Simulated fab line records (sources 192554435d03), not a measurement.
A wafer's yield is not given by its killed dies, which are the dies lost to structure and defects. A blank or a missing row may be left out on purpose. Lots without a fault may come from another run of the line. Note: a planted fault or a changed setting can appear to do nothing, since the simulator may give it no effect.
Which tool was responsible? | flow n5-finfet | Sampling: 24 lots, 72 wafers, 4 of 1938 route steps

WHAT THE GAUGES READ, wafer by wafer
N5_BEOL_M3_CD_MEAS_18: pitch 36 nm, target cd 18 nm.
lot  | measured     | on        | cd-nm (nm)
L074 | day 7 23:06  | cd-sem-03 | 18.3 18.4 18.4
L076 | day 8 12:16  | cd-sem-03 | 17.9 18.2 17.7
L077 | day 9 02:04  | cd-sem-02 | 18.0 18.6 18.3
L075 | day 9 04:00  | cd-sem-02 | 17.7 18.3 17.5
L078 | day 9 07:34  | cd-sem-02 | 18.3 18.1 17.7
L079 | day 9 09:31  | cd-sem-03 | 18.4 17.8 18.2
L080 | day 9 18:17  | cd-sem-01 | 18.3 18.3 18.2
L081 | day 10 06:10 | cd-sem-03 | 18.3 18.3 18.6
L082 | day 10 11:42 | cd-sem-02 | 18.0 17.9 18.2
L083 | day 10 11:55 | cd-sem-03 | 18.7 18.0 18.1
L084 | day 10 16:44 | cd-sem-01 | 18.1 18.3 17.4
L085 | day 11 09:04 | cd-sem-03 | 17.5 17.8 17.6
L086 | day 11 17:08 | cd-sem-03 | 18.1 18.0 18.1
L087 | day 11 17:47 | cd-sem-03 | 17.7 17.7 17.9
L090 | day 12 05:18 | cd-sem-03 | 18.3 18.2 18.1
L089 | day 12 05:47 | cd-sem-02 | 17.9 17.7 17.9
L088 | day 12 06:42 | cd-sem-02 | 18.5 17.6 18.2
L091 | day 12 06:55 | cd-sem-02 | 18.1 17.7 18.0
L092 | day 12 19:44 | cd-sem-02 | 17.5 17.9 17.9
L093 | day 12 20:20 | cd-sem-03 | 18.2 17.5 18.5
L094 | day 13 08:40 | cd-sem-01 | 18.3 17.9 18.0
L095 | day 13 18:10 | cd-sem-03 | 18.3 17.7 18.3
L096 | day 13 21:17 | cd-sem-01 | 17.7 17.6 17.9
L097 | day 14 01:37 | cd-sem-02 | 18.3 18.6 18.5

N5_BEOL_M3_CD_MEAS_35: target cd 18 nm, target cd y 21 nm.
lot  | measured     | on        | cd-nm (nm)
L074 | day 8 11:12  | cd-sem-03 | 18.1 18.9 18.3
L076 | day 8 19:56  | cd-sem-01 | 17.7 18.0 17.8
L077 | day 9 06:37  | cd-sem-01 | 18.1 18.6 17.9
L075 | day 9 08:16  | cd-sem-02 | 17.7 18.1 17.6
L078 | day 9 10:05  | cd-sem-02 | 17.9 17.8 17.9
L079 | day 9 14:10  | cd-sem-03 | 18.1 17.8 17.8
L080 | day 10 00:55 | cd-sem-03 | 18.1 18.6 17.6
L081 | day 10 11:33 | cd-sem-02 | 18.4 18.7 18.7
L082 | day 10 19:10 | cd-sem-03 | 17.5 18.0 17.9
L083 | day 10 21:58 | cd-sem-02 | 17.9 17.8 18.3
L084 | day 10 22:18 | cd-sem-01 | 17.9 17.9 17.8
L085 | day 11 11:49 | cd-sem-01 | 18.1 17.9 17.3
L086 | day 11 20:53 | cd-sem-01 | 18.4 17.9 18.6
L087 | day 11 20:53 | cd-sem-03 | 17.9 17.6 17.2
L090 | day 12 09:02 | cd-sem-01 | 17.9 18.0 18.0
L089 | day 12 09:04 | cd-sem-03 | 17.7 17.9 17.9
L088 | day 12 23:26 | cd-sem-02 | 17.9 17.8 17.5
L091 | day 13 03:54 | cd-sem-02 | 18.1 17.8 18.4
L092 | day 13 04:07 | cd-sem-03 | 18.0 17.8 17.6
L093 | day 13 12:38 | cd-sem-01 | 18.2 17.9 18.3
L094 | day 13 15:56 | cd-sem-01 | 17.7 18.2 17.9
L095 | day 13 20:03 | cd-sem-03 | 18.8 18.5 18.3
L096 | day 14 00:16 | cd-sem-03 | 18.5 17.7 18.0
L097 | day 14 05:23 | cd-sem-01 | 17.8 18.1 18.7

WHICH TOOL RAN EACH LOT (tool, then ch and the chambers of the sampled wafers, then the start)
lot  | N5_BEOL_M2_PRE_CLEAN_60          | N5_BEOL_M3_ETCH_64
L074 | cvd-co-02 ch 0,1,2, day 7 17:49  | rie-diel-06 ch 0,1,3, day 7 22:42
L076 | cvd-co-02 ch 0,1, day 8 10:26    | rie-diel-02 ch 2,3, day 8 11:55
L077 | cvd-co-01 ch 0,1,2, day 8 23:44  | rie-diel-05 ch 1,2, day 9 01:29
L075 | cvd-co-01 ch 0,1, day 9 01:20    | rie-diel-05 ch 2,3, day 9 03:38
L078 | cvd-co-01 ch 0,2, day 9 04:49    | rie-diel-06 ch 0,2,3, day 9 07:13
L079 | cvd-co-01 ch 0,1,2, day 9 07:26  | rie-diel-06 ch 2,3, day 9 09:02
L080 | cvd-co-01 ch 0,1, day 9 14:40    | rie-diel-06 ch 0,3, day 9 17:53
L081 | cvd-co-01 ch 0,1, day 10 04:21   | rie-diel-06 ch 1,2,3, day 10 05:49
L082 | cvd-co-01 ch 0,1, day 10 07:59   | rie-diel-06 ch 0,3, day 10 11:15
L083 | cvd-co-02 ch 1,2, day 10 08:52   | rie-diel-02 ch 0,1, day 10 11:32
L084 | cvd-co-02 ch 0,1,2, day 10 14:29 | rie-diel-05 ch 1,2, day 10 16:23
L085 | cvd-co-02 ch 0,1,2, day 11 05:46 | rie-diel-06 ch 0,1,2, day 11 08:41
L086 | cvd-co-02 ch 1,2, day 11 12:21   | rie-diel-06 ch 0,1, day 11 16:44
L087 | cvd-co-01 ch 0,2, day 11 15:43   | rie-diel-02 ch 0,1,2, day 11 17:25
L090 | cvd-co-01 ch 0,1,2, day 12 02:08 | rie-diel-06 ch 1,2,3, day 12 04:53
L089 | cvd-co-01 ch 1,2, day 12 02:39   | rie-diel-06 ch 0,1, day 12 05:21
L088 | cvd-co-02 ch 1,2, day 12 04:58   | rie-diel-05 ch 0,2,3, day 12 06:21
L091 | cvd-co-02 ch 0,1, day 12 05:27   | rie-diel-06 ch 1,2, day 12 06:34
L092 | cvd-co-01 ch 0,1, day 12 16:55   | rie-diel-06 ch 0,1,3, day 12 19:23
L093 | cvd-co-02 ch 0,1,2, day 12 18:47 | rie-diel-02 ch 1,2,3, day 12 19:59
L094 | cvd-co-01 ch 0,2, day 13 06:41   | rie-diel-02 ch 0,1,3, day 13 08:19
L095 | cvd-co-02 ch 0,2, day 13 16:36   | rie-diel-05 ch 0,1,2, day 13 17:49
L096 | cvd-co-01 ch 1,2, day 13 19:18   | rie-diel-05 ch 0,3, day 13 20:56
L097 | cvd-co-02 ch 0,1,2, day 14 00:01 | rie-diel-02 ch 2,3, day 14 01:16
- N5_BEOL_M2_PRE_CLEAN_60: time 15 s.
- N5_BEOL_M3_ETCH_64: etches SOC in N2/H2, target depth 75 nm, overetch 15 nm, time 112.5 s.

AS READ BY THE TOOLS THEMSELVES (means over the sampled wafers that have a number; for cases with no such wafer, the mark the record gives instead)
N5_BEOL_M2_PRE_CLEAN_60.
lot  | tool      | heater-power-w (W)
L074 | cvd-co-02 | 77
L076 | cvd-co-02 | 83
L077 | cvd-co-01 | 65
L075 | cvd-co-01 | 65
L078 | cvd-co-01 | 59
L079 | cvd-co-01 | 65
L080 | cvd-co-01 | 72
L081 | cvd-co-01 | 65
L082 | cvd-co-01 | 66
L083 | cvd-co-02 | 85
L084 | cvd-co-02 | 80
L085 | cvd-co-02 | 80
L086 | cvd-co-02 | 89
L087 | cvd-co-01 | 59
L090 | cvd-co-01 | 66
L089 | cvd-co-01 | 65
L088 | cvd-co-02 | 89
L091 | cvd-co-02 | 73
L092 | cvd-co-01 | 72
L093 | cvd-co-02 | 81
L094 | cvd-co-01 | 59
L095 | cvd-co-02 | 78
L096 | cvd-co-01 | 66
L097 | cvd-co-02 | 81

N5_BEOL_M3_ETCH_64.
lot  | tool        | drypump-motor-current-A (A) | n2-flow-sccm (sccm) | oes-product-au (a.u.) | rf-vpp-V (V) | showerhead-plenum-p-Torr (Torr) | throttle-valve-pct (%)
L074 | rie-diel-06 | 5.9                         | 199.0               | 0.60                  | 521          | 2.42                            | 18.04
L076 | rie-diel-02 | 5.3                         | 200.3               | 0.66                  | 523          | 2.50                            | 17.89
L077 | rie-diel-05 | 5.8                         | 200.0               | 0.57                  | 527          | 2.64                            | 18.13
L075 | rie-diel-05 | 5.4                         | 199.6               | 0.58                  | 524          | 2.57                            | 17.86
L078 | rie-diel-06 | 5.8                         | 200.1               | 0.64                  | 521          | 2.45                            | 17.98
L079 | rie-diel-06 | 6.1                         | 200.2               | 0.67                  | 524          | 2.53                            | 17.92
L080 | rie-diel-06 | 5.7                         | 199.7               | 0.58                  | 520          | 2.38                            | 18.04
L081 | rie-diel-06 | 6.2                         | 199.9               | 0.62                  | 523          | 2.50                            | 18.01
L082 | rie-diel-06 | 5.5                         | 200.1               | 0.58                  | 517          | 2.37                            | 18.06
L083 | rie-diel-02 | 6.5                         | 200.2               | 0.70                  | 527          | 2.68                            | 17.63
L084 | rie-diel-05 | 5.8                         | 200.1               | 0.56                  | 525          | 2.63                            | 18.16
L085 | rie-diel-06 | 5.9                         | 199.9               | 0.63                  | 523          | 2.48                            | 18.04
L086 | rie-diel-06 | 6.1                         | 199.7               | 0.59                  | 522          | 2.45                            | 18.12
L087 | rie-diel-02 | 6.0                         | 200.2               | 0.67                  | 524          | 2.58                            | 17.65
L090 | rie-diel-06 | 6.2                         | 200.1               | 0.61                  | 524          | 2.50                            | 18.04
L089 | rie-diel-06 | 6.0                         | 199.2               | 0.58                  | 522          | 2.45                            | 18.12
L088 | rie-diel-05 | 5.6                         | 200.0               | 0.62                  | 524          | 2.55                            | 17.93
L091 | rie-diel-06 | 6.4                         | 200.2               | 0.62                  | 524          | 2.54                            | 18.07
L092 | rie-diel-06 | 5.9                         | 200.3               | 0.57                  | 520          | 2.41                            | 18.10
L093 | rie-diel-02 | 5.7                         | 200.3               | 0.64                  | 525          | 2.57                            | 17.95
L094 | rie-diel-02 | 6.0                         | 200.6               | 0.68                  | 526          | 2.63                            | 17.80
L095 | rie-diel-05 | 5.8                         | 199.8               | 0.68                  | 525          | 2.58                            | 17.94
L096 | rie-diel-05 | 5.6                         | 200.1               | 0.65                  | 522          | 2.48                            | 17.73
L097 | rie-diel-02 | 5.3                         | 199.4               | 0.63                  | 522          | 2.48                            | 17.97

THE ANSWER, worked out from the rows above alone
Rule: the usual values come from the lots themselves. Put in order of their means at a reading, lots are off if they are a third of the lots or fewer, leave a main group of 4 or more, and stand apart from it by a gap of 3 or more times the standard deviation of the main group's means; of several such gaps the widest counts. A main group whose means are all the same, to the digits that the tables above print for the reading, isn't used. A lot without any number at a reading at which 4 lots or more have one is off too. All remaining lots with rows at the step are treated as sound. The gauges are gone through in route order, then the tools' own readings, and for those a lot's mean is taken as printed above. At the first step where some lot is off, the reading lying furthest off is the one used; lots without a number count as furthest.
Nothing can be told from this: no lot is off at any reading shown.

WHAT WAS PUT IN BY THE SIMULATOR
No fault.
